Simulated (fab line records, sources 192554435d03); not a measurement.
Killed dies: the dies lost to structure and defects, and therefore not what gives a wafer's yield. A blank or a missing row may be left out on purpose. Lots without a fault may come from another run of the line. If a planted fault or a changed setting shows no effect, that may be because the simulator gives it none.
Chamber matching || flow n5-finfet || N5_BEOL_M6_DEP_56 on pecvd-03: 3 sister chambers
The step deposits SiCN from 3MS/NH3, target thk 10 nm, time 17.5 s. 22 wafers are shown with their chamber, then 11 later ones without.

WAFERS PAIRED WITH THEIR CHAMBERS
{"wafer": "L075.1", "chamber": 0, "showerhead-vpp-V (V)": 874, "throttle-valve-pct (%)": 9.1, "showerhead-plenum-p-Torr (Torr)": 3.675}
{"wafer": "L075.3", "chamber": 2, "showerhead-vpp-V (V)": 817, "throttle-valve-pct (%)": 8.5, "showerhead-plenum-p-Torr (Torr)": 3.655}
{"wafer": "L075.6", "chamber": 1, "showerhead-vpp-V (V)": 945, "throttle-valve-pct (%)": 10.2, "showerhead-plenum-p-Torr (Torr)": 3.673}
{"wafer": "L074.4", "chamber": 1, "showerhead-vpp-V (V)": 943, "throttle-valve-pct (%)": 10.3, "showerhead-plenum-p-Torr (Torr)": 3.670}
{"wafer": "L074.5", "chamber": 2, "showerhead-vpp-V (V)": 828, "throttle-valve-pct (%)": 8.5, "showerhead-plenum-p-Torr (Torr)": 3.653}
{"wafer": "L074.6", "chamber": 0, "showerhead-vpp-V (V)": 882, "throttle-valve-pct (%)": 9.0, "showerhead-plenum-p-Torr (Torr)": 3.659}
{"wafer": "L079.1", "chamber": 1, "showerhead-vpp-V (V)": 933, "throttle-valve-pct (%)": 9.9, "showerhead-plenum-p-Torr (Torr)": 3.666}
{"wafer": "L079.4", "chamber": 1, "showerhead-vpp-V (V)": 938, "throttle-valve-pct (%)": 10.0, "showerhead-plenum-p-Torr (Torr)": 3.672}
{"wafer": "L079.5", "chamber": 2, "showerhead-vpp-V (V)": 812, "throttle-valve-pct (%)": 8.5, "showerhead-plenum-p-Torr (Torr)": 3.649}
{"wafer": "L081.2", "chamber": 0, "showerhead-vpp-V (V)": 874, "throttle-valve-pct (%)": 9.1, "showerhead-plenum-p-Torr (Torr)": 3.661}
{"wafer": "L081.3", "chamber": 2, "showerhead-vpp-V (V)": 823, "throttle-valve-pct (%)": 8.7, "showerhead-plenum-p-Torr (Torr)": 3.650}
{"wafer": "L081.6", "chamber": 1, "showerhead-vpp-V (V)": 945, "throttle-valve-pct (%)": 10.2, "showerhead-plenum-p-Torr (Torr)": 3.684}
{"wafer": "L082.1", "chamber": 2, "showerhead-vpp-V (V)": 822, "throttle-valve-pct (%)": 8.6, "showerhead-plenum-p-Torr (Torr)": 3.659}
{"wafer": "L082.4", "chamber": 1, "showerhead-vpp-V (V)": 952, "throttle-valve-pct (%)": 10.4, "showerhead-plenum-p-Torr (Torr)": 3.666}
{"wafer": "L082.5", "chamber": 2, "showerhead-vpp-V (V)": 824, "throttle-valve-pct (%)": 8.4, "showerhead-plenum-p-Torr (Torr)": 3.657}
{"wafer": "L084.1", "chamber": 0, "showerhead-vpp-V (V)": 867, "throttle-valve-pct (%)": 9.1, "showerhead-plenum-p-Torr (Torr)": 3.660}
{"wafer": "L084.3", "chamber": 1, "showerhead-vpp-V (V)": 949, "throttle-valve-pct (%)": 10.1, "showerhead-plenum-p-Torr (Torr)": 3.681}
{"wafer": "L084.6", "chamber": 2, "showerhead-vpp-V (V)": 832, "throttle-valve-pct (%)": 8.6, "showerhead-plenum-p-Torr (Torr)": 3.652}
{"wafer": "L089.2", "chamber": 1, "showerhead-vpp-V (V)": 938, "throttle-valve-pct (%)": 10.0, "showerhead-plenum-p-Torr (Torr)": 3.675}
{"wafer": "L089.3", "chamber": 0, "showerhead-vpp-V (V)": 874, "throttle-valve-pct (%)": 9.3, "showerhead-plenum-p-Torr (Torr)": 3.665}
{"wafer": "L089.4", "chamber": 0, "showerhead-vpp-V (V)": 893, "throttle-valve-pct (%)": 9.1, "showerhead-plenum-p-Torr (Torr)": 3.676}
{"wafer": "L087.1", "chamber": 0, "showerhead-vpp-V (V)": 879, "throttle-valve-pct (%)": 9.2, "showerhead-plenum-p-Torr (Torr)": 3.664}

SIGNATURES (averages over the wafers above)
{"reading": "showerhead-vpp-V", "chamber 0": 877.57, "chamber 1": 942.88, "chamber 2": 822.57, "scatter within a chamber": 7.06}
{"reading": "throttle-valve-pct", "chamber 0": 9.129, "chamber 1": 10.137, "chamber 2": 8.543, "scatter within a chamber": 0.128}
{"reading": "showerhead-plenum-p-Torr", "chamber 0": 3.66571, "chamber 1": 3.67338, "chamber 2": 3.65357, "scatter within a chamber": 0.00594}
Rule: distance of a wafer from a chamber = root of the sum over the readings of ((wafer's reading minus chamber's mean) / reading's scatter) squared. If the next closest chamber is less than 2 further off than the closest, the wafer can't be placed; otherwise it belongs to the closest. How the scatter is found: for the shown wafers, subtract from each reading the mean of its chamber, square and add these, divide the total by (wafers less chambers), then take the root.

WAFERS WHOSE CHAMBER IS MISSING
{"wafer": "L087.3", "showerhead-vpp-V (V)": 830, "throttle-valve-pct (%)": 8.7, "showerhead-plenum-p-Torr (Torr)": 3.660}
{"wafer": "L087.5", "showerhead-vpp-V (V)": 886, "throttle-valve-pct (%)": 9.1, "showerhead-plenum-p-Torr (Torr)": 3.669}
{"wafer": "L094.1", "showerhead-vpp-V (V)": 862, "throttle-valve-pct (%)": 9.1, "showerhead-plenum-p-Torr (Torr)": 3.665}
{"wafer": "L094.2", "showerhead-vpp-V (V)": 946, "throttle-valve-pct (%)": 9.8, "showerhead-plenum-p-Torr (Torr)": 3.668}
{"wafer": "L094.4", "showerhead-vpp-V (V)": 889, "throttle-valve-pct (%)": 9.3, "showerhead-plenum-p-Torr (Torr)": 3.661}
{"wafer": "L095.2", "showerhead-vpp-V (V)": 890, "throttle-valve-pct (%)": 9.1, "showerhead-plenum-p-Torr (Torr)": 3.676}
{"wafer": "L095.3", "showerhead-vpp-V (V)": 814, "throttle-valve-pct (%)": 8.7, "showerhead-plenum-p-Torr (Torr)": 3.652}
{"wafer": "L095.6", "showerhead-vpp-V (V)": 879, "throttle-valve-pct (%)": 8.8, "showerhead-plenum-p-Torr (Torr)": 3.667}
{"wafer": "L096.3", "showerhead-vpp-V (V)": 826, "throttle-valve-pct (%)": 8.8, "showerhead-plenum-p-Torr (Torr)": 3.652}
{"wafer": "L096.4", "showerhead-vpp-V (V)": 943, "throttle-valve-pct (%)": 10.1, "showerhead-plenum-p-Torr (Torr)": 3.665}
{"wafer": "L096.5", "showerhead-vpp-V (V)": 882, "throttle-valve-pct (%)": 9.2, "showerhead-plenum-p-Torr (Torr)": 3.676}

EACH ONE'S CHAMBER
{"wafer": "L087.3", "from the rows above": 2, "in truth": 2}
{"wafer": "L087.5", "from the rows above": 0, "in truth": 0}
{"wafer": "L094.1", "from the rows above": 0, "in truth": 0}
{"wafer": "L094.2", "from the rows above": 1, "in truth": 1}
{"wafer": "L094.4", "from the rows above": 0, "in truth": 0}
{"wafer": "L095.2", "from the rows above": 0, "in truth": 0}
{"wafer": "L095.3", "from the rows above": 2, "in truth": 2}
{"wafer": "L095.6", "from the rows above": 0, "in truth": 0}
{"wafer": "L096.3", "from the rows above": 2, "in truth": 2}
{"wafer": "L096.4", "from the rows above": 1, "in truth": 1}
{"wafer": "L096.5", "from the rows above": 0, "in truth": 0}
11 of 11 placed correctly. Not placeable from these rows: 0. Wrongly placed: 0.
